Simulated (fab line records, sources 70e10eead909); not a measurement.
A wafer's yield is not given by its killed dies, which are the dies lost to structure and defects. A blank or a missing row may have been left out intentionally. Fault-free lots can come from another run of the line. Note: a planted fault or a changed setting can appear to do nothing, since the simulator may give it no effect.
A lot that was struck, set against a sound lot || flow nand_harc || 15 out of 1302 route steps
Sound: these wafers, L406.4, L406.5, L406.6. Struck: wafers L413.3, L413.4, L413.5. The cause comes at the end.
Per side, at each step with rows, come the tool, then ch with its chambers, and then its first start. Under that, the readings that differ: sound wafers || struck wafers || difference of the means || sigmas: that difference in standard deviations of wafers without a fault.
alike: readings with means less than 2 such deviations apart, plus words and numbers identical on both sides. not compared: withheld readings, readings lacking a value on some wafer, bounds such as >300 that could conceal the same value, and numbers that have no deviation in the record and whose values overlap.
A row with sigmas, a row that says differs or no value, or rows on one side alone: a step with any of these is where the two part. Numbers that don't overlap but have no deviation are shown without sigmas and don't part them. Lack of a reading on every wafer of one side parts them only where that side has two or more wafers.

first, 1 step without rows for these wafers: NHARC_A_CHANNEL_FILL_D1_SRD_12.
NHARC_A_CHANNEL_FILL_D1_INSPECT_13:
  sound on defect_inspect-02, day 12 10:19; struck on defect_inspect-02, day 15 05:25
  alike: raw_defect_count
NHARC_A_DECK1_JOINT_ETCHBACK_07: etches the open film in HBr, target depth 105 nm, time 26.9 s.
  sound on rie_si-04 ch 1,2, day 12 10:23; struck on rie_si-05 ch 0,1,3, day 15 05:28
  alike: drypump_motor_current_A, oes_product_au, throttle_valve_pct
  not compared: rf_hours_counter_h
then, 8 steps without rows for these wafers: NHARC_A_DECK1_JOINT_ETCH_25 (etches SiO2 in dHF, target depth 0.5 nm); NHARC_A_DECK1_JOINT_ETCH_19 (etches poly-Si in TMAH, target depth 3 nm); NHARC_A_DECK1_JOINT_ETCH_18 (etches SiO2 in dHF, target depth 3 nm); NHARC_A_DECK1_JOINT_WET_08 (chemistry H3PO4, time 86 s); NHARC_A_DECK1_JOINT_ETCH_09 (etches SiO2 in dHF, target depth 5 nm); NHARC_A_DECK1_JOINT_WET_10 (chemistry H3PO4, time 86 s); NHARC_A_DECK1_JOINT_ETCH_11 (etches SiO2 in dHF, target depth 35 nm); NHARC_A_DECK1_JOINT_CVD_12 (deposits poly-Si, target thk 90 nm, time 1800 s).
NHARC_A_DECK1_JOINT_CMP_13: polishes, target thk 51.023 nm.
  sound on cmp-04 ch 1,2, day 12 20:42; struck on cmp-03 ch 2,3, day 15 15:54
  no value came back on the struck wafers for edge_zone_pressure_frac, motor_current_A (A), time_to_endpoint_s (s); on the sound wafers edge_zone_pressure_frac reads 1.001 0.990 1.003
NHARC_A_DECK1_JOINT_THK_MEAS_14: measures by ellipsometry.
  sound on film_metro-01, day 12 20:58; struck on film_metro-02, day 15 16:09
{"reading": "thk_nm (nm)", "sound": "48.9 49.4 51.8", "struck": "90.0 90.3 89.6", "difference": "+39.9", "sigmas": "+23"}
following that, these wafers have no rows for 1 step: NHARC_A_DECK1_JOINT_SRD_04.
-- the record jumps here: 13 days lie between the struck wafers' starts before and after (it left off in module A_DECK1_JOINT and takes up again in module END, whose first step shown is number 1302 of the route) --
NHARC_END_SORT_01:
  the record has rows for the struck wafers here (prober-01 ch 0, day 28 23:12) and none for the sound ones

## WHERE THEY PART
At NHARC_A_DECK1_JOINT_CMP_13 first; at NHARC_END_SORT_01 last (within this record only).

WHY: whatever the simulator had introduced
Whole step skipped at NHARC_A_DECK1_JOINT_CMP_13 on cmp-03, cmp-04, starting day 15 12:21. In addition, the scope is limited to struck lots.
